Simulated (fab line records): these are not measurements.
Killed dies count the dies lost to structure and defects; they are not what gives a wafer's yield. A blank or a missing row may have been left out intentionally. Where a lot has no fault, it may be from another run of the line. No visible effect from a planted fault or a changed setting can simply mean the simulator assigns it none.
Lot-split experiment	flow n5-finfet	39 wafers read across 7 lots, on a route 1938 steps long

== THE SPLIT ==
At N5_DUMMY_GATE_EXPOSE_12 (exposes mask GATE, target cd 25 nm), the setting dose-mj was moved away from the recipe's 34 on 15 of the 39 wafers read, by -7.1% to +8.0%. The other wafers ran this setting at the recipe's value.

== FROM THE SPLIT TO THE READING: what the file shows between them, 13 steps ==
- N5_DUMMY_GATE_PEB_13: peb time 60 s
- N5_DUMMY_GATE_DEVELOP_14: develop time 30 s
- N5_DUMMY_GATE_CD_MEAS_15: target cd 25.8 nm
- N5_DUMMY_GATE_STRIP_38: strips in N2/H2
- N5_DUMMY_GATE_STRIP_39: strips in N2/H2
- N5_DUMMY_GATE_TRIM_49: chemistry O2, time 29 s, target cd 14 nm
- N5_DUMMY_GATE_STRIP_40: strips in CF4
- N5_DUMMY_GATE_CD_MEAS_50: target cd 14 nm
- N5_DUMMY_GATE_ETCH_31: etches SiO2 in C4F6/O2, target depth 82.5 nm, time 27.5 s
- N5_DUMMY_GATE_STRIP_41: strips in O2
- N5_DUMMY_GATE_ETCH_32: etches SiO2 in CF4, target depth 3.5 nm, time 3.9 s
- N5_DUMMY_GATE_ETCH_23: etches poly-Si in HBr/Cl2/O2, target depth 41 nm, time 22.3 s
- N5_DUMMY_GATE_ETCH_44: etches poly-Si in HBr/O2, stops on SiO2, target depth 127.5 nm

== THE READING ==
cd-nm (nm) at N5_DUMMY_GATE_CD_MEAS_24, where the cd target is 15 nm. Typical for fault-free wafers on this fab line: 15.0 nm, with standard deviation 0.33 nm.

wafer	tool, chamber at the split	dose-mj as run	against the recipe	cd-nm, nm	against lot-mates on the recipe
L077.1	euv-scanner-01, 0	34.99	+2.9%	14.7	-0.3
L077.2	euv-scanner-01, 0	34	recipe	14.9	-
L077.3	euv-scanner-01, 0	34	recipe	15.3	-
L077.4	euv-scanner-01, 0	34	recipe	14.8	-
L077.5	euv-scanner-01, 0	34.99	+2.9%	14.3	-0.7
L077.6	euv-scanner-01, 0	34.99	+2.9%	14.6	-0.4
L084.1	euv-scanner-02, 0	34	recipe	15.6	-
L084.2	euv-scanner-02, 0	34	recipe	15.2	-
L084.3	euv-scanner-02, 0	34	recipe	14.9	-
L084.4	euv-scanner-02, 0	34	recipe	14.9	-
L084.5	euv-scanner-02, 0	34	recipe	15.4	-
L084.6	euv-scanner-02, 0	34	recipe	14.9	-
L086.1	euv-scanner-02, 0	36.38	+7.0%	14.0	-1.1
L086.2	euv-scanner-02, 0	34	recipe	15.3	-
L086.3	euv-scanner-02, 0	34	recipe	14.8	-
L086.4	euv-scanner-02, 0	34	recipe	15.1	-
L086.5	euv-scanner-02, 0	36.38	+7.0%	14.1	-1.0
L086.6	euv-scanner-02, 0	36.38	+7.0%	13.4	-1.7
L091.1	euv-scanner-02, 0	31.59	-7.1%	16.3	+1.2
L091.2	euv-scanner-02, 0	34	recipe	14.7	-
L091.3	euv-scanner-02, 0	34	recipe	15.4	-
L091.4	euv-scanner-02, 0	31.59	-7.1%	16.7	+1.6
L091.5	euv-scanner-02, 0	34	recipe	15.1	-
L091.6	euv-scanner-02, 0	31.59	-7.1%	16.7	+1.6
L092.1	euv-scanner-01, 0	34	recipe	15.1	-
L092.2	euv-scanner-01, 0	36.71	+8.0%	13.8	-1.3
L092.3	euv-scanner-01, 0	36.71	+8.0%	13.3	-1.8
L092.4	euv-scanner-01, 0	34	recipe	14.9	-
L092.5	euv-scanner-01, 0	34	recipe	15.2	-
L092.6	euv-scanner-01, 0	36.71	+8.0%	13.3	-1.8
L095.2	euv-scanner-01, 0	34	recipe	15.3	-
L095.3	euv-scanner-01, 0	34	recipe	15.1	-
L095.5	euv-scanner-01, 0	34	recipe	14.9	-
L096.1	euv-scanner-01, 0	35.3	+3.8%	14.4	-0.9
L096.2	euv-scanner-01, 0	34	recipe	15.5	-
L096.3	euv-scanner-01, 0	34	recipe	15.1	-
L096.4	euv-scanner-01, 0	35.3	+3.8%	14.0	-1.3
L096.5	euv-scanner-01, 0	35.3	+3.8%	14.6	-0.7
L096.6	euv-scanner-01, 0	34	recipe	15.4	-

FIT RESULTS
A straight line over all 39 wafers: cd-nm changes by -0.2 nm for each +1% of dose-mj; r = -0.95; the points scatter about the line by 0.25 nm.
The same after taking each lot's own level away (the mean of its wafers on the recipe; 39 wafers): -0.201 nm for each +1%; r = -0.95; scatter 0.25 nm.
On that fit, the largest move of dose-mj shifts the reading by 1.6 nm.
The span of the lots' own levels, 15.00 to 15.33 nm, comes to 1.0 times the standard deviation stated above.
Hence the lot-to-lot level has little effect on the slope; both slopes agree.
Check: -1.63 nm against its lot-mates is what the line predicts for one of the wafers moved furthest among these (+8.0%) when that wafer is left out of the fit. It came out at -1.27 nm against them.

== FURTHER SPLITS ON THESE WAFERS ==
These wafers also went through other splits before the reading. Each is held against what the fit with the lots' levels taken away leaves over:
other split on the same wafers	wafers away from the commonest value	r with cd-nm (lot level and that fit taken away)
N5_FIN_SAQP_ETCH_34 source-w	12	-0.13

== THE WHOLE CHAIN: every reading that the file lists as answering this split, in the file's order ==
step	what it does	reading	change (the file's fit)	r (the file's)
N5_DUMMY_GATE_CD_MEAS_15	target cd 25.8 nm	cd-nm	-0.179 nm for each +1% of the setting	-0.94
N5_DUMMY_GATE_TRIM_49	chemistry O2, time 29 s, target cd 14 nm	DUMMY_GATE.cd-nm (the simulator's own value, which no gauge read)	-0.193 nm for each +1% of the setting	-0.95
N5_DUMMY_GATE_CD_MEAS_50	target cd 14 nm	cd-nm	-0.21 nm for each +1% of the setting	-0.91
N5_DUMMY_GATE_ETCH_44	etches poly-Si in HBr/O2, stops on SiO2, target depth 127.5 nm	DUMMY_GATE.cd-nm (the simulator's own value, which no gauge read)	-0.196 nm for each +1% of the setting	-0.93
N5_DUMMY_GATE_CD_MEAS_24	target cd 15 nm	cd-nm	-0.198 nm for each +1% of the setting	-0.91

== THE FILE'S OWN FIT ==
cd-nm changes by -0.198 nm for each +1% of dose-mj, r = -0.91.
